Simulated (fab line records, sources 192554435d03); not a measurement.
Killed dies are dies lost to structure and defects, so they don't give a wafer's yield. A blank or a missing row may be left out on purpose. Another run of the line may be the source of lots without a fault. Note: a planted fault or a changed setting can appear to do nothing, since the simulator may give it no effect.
Which of the tools did it? || flow n5-finfet || 7 lots (21 wafers sampled), 1 step of a 1938-step route

## WHAT THE GAUGES READ, wafer by wafer
N5_BEOL_M15_CD_MEAS_10: target cd 360 nm.
{"lot": "L100", "measured": "day 12 14:54", "on": "cd-sem-02", "cd-nm (nm)": "359.4 359.4 358.0"}
{"lot": "L101", "measured": "day 13 01:57", "on": "cd-sem-02", "cd-nm (nm)": "359.9 360.9 358.4"}
{"lot": "L111", "measured": "day 15 05:56", "on": "cd-sem-01", "cd-nm (nm)": "360.1 361.4 360.5"}
{"lot": "L112", "measured": "day 16 06:26", "on": "cd-sem-03", "cd-nm (nm)": "363.1 358.7 361.8"}
{"lot": "L117", "measured": "day 17 15:34", "on": "cd-sem-02", "cd-nm (nm)": "359.9 358.3 359.1"}
{"lot": "L122", "measured": "day 18 19:15", "on": "cd-sem-01", "cd-nm (nm)": "358.8 359.7 357.6"}
{"lot": "L120", "measured": "day 18 19:56", "on": "cd-sem-01", "cd-nm (nm)": "361.7 360.4 361.5"}

## WHAT TOOL EACH LOT RAN ON (gives the tool, then ch and the chambers of the sampled wafers, and finally the start)
Before these readings, the record contains no process step.

## THE ANSWER, worked out from the rows above alone
Rule: the lots themselves supply what counts as usual. The widest of any qualifying gaps counts: lots, ordered by their means at a reading, are off when they make up no more than a third of the lots, leave a main group of 4 or more, and stand apart from it by 3 or more times the standard deviation of that group's means. A main group is skipped when, at the precision printed for the reading in the tables above, its means are all equal. Also off: a lot with no number at a reading for which 4 or more lots have one. All remaining lots with rows at the step are treated as sound.
None of the lots is off at any reading shown; this tells nothing.

## WHAT THE SIMULATOR HAD PUT IN
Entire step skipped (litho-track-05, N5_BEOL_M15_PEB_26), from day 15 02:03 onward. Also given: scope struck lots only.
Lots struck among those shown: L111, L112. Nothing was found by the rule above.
